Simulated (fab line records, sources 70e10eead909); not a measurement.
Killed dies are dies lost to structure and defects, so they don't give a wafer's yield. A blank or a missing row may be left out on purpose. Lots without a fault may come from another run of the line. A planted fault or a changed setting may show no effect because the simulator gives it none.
Which tool did it? | flow nand_harc | 15 lots, 45 wafers sampled, at 5 steps of a route of 1159

WHAT THE GAUGES READ, wafer by wafer
NHARC_P_BONDPAD_INSPECT_23.
lot  | measured     | on                | raw_defect_count
L582 | day 6 10:37  | defect_inspect-02 | 186 223 259
L583 | day 6 11:53  | defect_inspect-01 | 455 238 275
L585 | day 7 03:08  | defect_inspect-01 | 312 329 331
L584 | day 7 03:59  | defect_inspect-01 | 242 396 359
L586 | day 7 05:20  | defect_inspect-02 | 417 308 307
L587 | day 7 17:12  | defect_inspect-01 | 588 490 540
L590 | day 8 16:04  | defect_inspect-01 | 270 245 311
L594 | day 9 23:49  | defect_inspect-01 | 448 224 376
L595 | day 10 00:27 | defect_inspect-01 | 159 210 257
L597 | day 10 02:01 | defect_inspect-01 | 299 240 134
L598 | day 10 15:53 | defect_inspect-01 | 351 526 476
L600 | day 11 03:46 | defect_inspect-01 | 607 512 319
L602 | day 11 15:17 | defect_inspect-01 | 157 168 262
L603 | day 11 19:22 | defect_inspect-01 | 531 341 318
L605 | day 12 04:19 | defect_inspect-02 | 355 224 223

NHARC_A_START_INSPECT_01.
lot  | measured     | on                | raw_defect_count
L582 | day 6 11:27  | defect_inspect-02 | 2 5 1
L583 | day 6 12:21  | defect_inspect-01 | 4 2 3
L585 | day 7 03:39  | defect_inspect-01 | 2 3 2
L584 | day 7 04:28  | defect_inspect-02 | 1 1 1
L586 | day 7 05:49  | defect_inspect-01 | 6 4 2
L587 | day 7 17:40  | defect_inspect-01 | 2 7 4
L590 | day 8 16:34  | defect_inspect-01 | 3 4 1
L594 | day 10 00:17 | defect_inspect-02 | 2 5 2
L595 | day 10 00:55 | defect_inspect-02 | 7 4 3
L597 | day 10 02:29 | defect_inspect-02 | 2 5 3
L598 | day 10 16:22 | defect_inspect-01 | 3 3 8
L600 | day 11 04:14 | defect_inspect-01 | 2 4 6
L602 | day 11 15:47 | defect_inspect-01 | 3 5 7
L603 | day 11 19:50 | defect_inspect-01 | 8 3 5
L605 | day 12 04:47 | defect_inspect-01 | 5 1 2

NHARC_A_ONON_D1_INSPECT_32.
lot  | measured     | on                | raw_defect_count
L582 | day 7 23:10  | defect_inspect-02 | 44 56 49
L583 | day 7 23:11  | defect_inspect-01 | 31 29 54
L585 | day 8 19:14  | defect_inspect-01 | 37 86 50
L584 | day 8 18:50  | defect_inspect-01 | 61 73 61
L586 | day 8 19:04  | defect_inspect-01 | 35 75 69
L587 | day 9 08:50  | defect_inspect-01 | 57 94 66
L590 | day 10 04:52 | defect_inspect-01 | 82 49 52
L594 | day 11 16:29 | defect_inspect-01 | 61 36 77
L595 | day 11 16:32 | defect_inspect-01 | 61 64 97
L597 | day 11 16:37 | defect_inspect-01 | 74 103 93
L598 | day 12 08:41 | defect_inspect-01 | 99 108 99
L600 | day 12 18:34 | defect_inspect-01 | 108 69 61
L602 | day 13 04:32 | defect_inspect-01 | 83 71 102
L603 | day 13 14:13 | defect_inspect-01 | 72 83 116
L605 | day 13 23:04 | defect_inspect-01 | 95 98 79

NHARC_END_SORT_01.
lot  | measured     | on        | killed_at_array | killed_at_other | killed_at_periphery | killed_dies | killed_open | killed_short
L594 | day 22 10:04 | prober-02 | 672 675 674     | 1 0 0           | 4 2 3               | 677 677 677 | 3 2 3       | 4 0 2
L595 | day 22 11:40 | prober-01 | 676 676 677     | 0 0 0           | 1 1 0               | 677 677 677 | 3 2 2       | 1 2 1
L597 | day 23 04:27 | prober-02 | 675 671 674     | 0 0 1           | 2 6 2               | 677 677 677 | 7 1 2       | 2 2 3

WHICH TOOL RAN EACH LOT (tool, then ch and the chambers of the sampled wafers, then the start)
lot  | NHARC_A_ONON_D1_DEP_22
L582 | pecvd_onon-02 ch 0, day 7 20:55
L583 | pecvd_onon-01 ch 0, day 7 20:43
L585 | pecvd_onon-03 ch 0, day 8 16:56
L584 | pecvd_onon-01 ch 0, day 8 16:40
L586 | pecvd_onon-02 ch 0, day 8 16:53
L587 | pecvd_onon-03 ch 0, day 9 06:40
L590 | pecvd_onon-02 ch 0, day 10 02:29
L594 | pecvd_onon-01, day 11 14:17
L595 | pecvd_onon-02, day 11 14:26
L597 | pecvd_onon-03, day 11 14:23
L598 | pecvd_onon-02 ch 0, day 12 06:31
L600 | pecvd_onon-03 ch 0, day 12 16:22
L602 | pecvd_onon-01 ch 0, day 13 02:22
L603 | pecvd_onon-03 ch 0, day 13 11:59
L605 | pecvd_onon-03 ch 0, day 13 20:56
- NHARC_A_ONON_D1_DEP_22: target thk 1000 nm.

WHAT THE TOOLS THEMSELVES READ (means of the sampled wafers that have a number; where no wafer has one, the mark that the record gives instead)
NHARC_A_ONON_D1_DEP_22.
lot  | tool          | n2_flow_sccm (sccm) | n2o_flow_sccm (sccm)
L582 | pecvd_onon-02 | 2752                | 1996
L583 | pecvd_onon-01 | 2749                | 1998
L585 | pecvd_onon-03 | 2753                | 2000
L584 | pecvd_onon-01 | 2753                | 2008
L586 | pecvd_onon-02 | 2742                | 2000
L587 | pecvd_onon-03 | 2750                | 2001
L590 | pecvd_onon-02 | 2755                | 2007
L594 | pecvd_onon-01 | -                   | -
L595 | pecvd_onon-02 | -                   | -
L597 | pecvd_onon-03 | -                   | -
L598 | pecvd_onon-02 | 2754                | 2007
L600 | pecvd_onon-03 | 2745                | 2005
L602 | pecvd_onon-01 | 2753                | 2003
L603 | pecvd_onon-03 | 2747                | 2002
L605 | pecvd_onon-03 | 2743                | 2000

THE ANSWER, worked out from the rows above alone
Rule: what is usual is taken from the lots themselves. Put in order of their means at a reading, lots are off if they are a third of the lots or fewer, leave a main group of 4 or more, and stand apart from it by a gap of 3 or more times the standard deviation of the main group's means; of several such gaps the widest counts. A main group whose means are all the same, to the digits that the tables above print for the reading, isn't used. A lot without any number at a reading at which 4 lots or more have one is off too. The other lots that the step has rows for count as sound. The gauges are gone through in route order, then the tools' own readings, and for those a lot's mean is taken as printed above. The first step at which some lot is off is used, and at that step the reading that is off furthest; a lot without a number counts as furthest.
Off: L594, L595, L597, at NHARC_A_ONON_D1_DEP_22 (n2_flow_sccm). Without a number there: L594, L595, L597. The main group: mean 2750 sccm, standard deviation 4.3.
A tool fits if, at that step or a process step before it, it ran every lot that is off, and no sound lot after the first of them. None of those tried fits.

WHAT THE SIMULATOR HAD PUT IN
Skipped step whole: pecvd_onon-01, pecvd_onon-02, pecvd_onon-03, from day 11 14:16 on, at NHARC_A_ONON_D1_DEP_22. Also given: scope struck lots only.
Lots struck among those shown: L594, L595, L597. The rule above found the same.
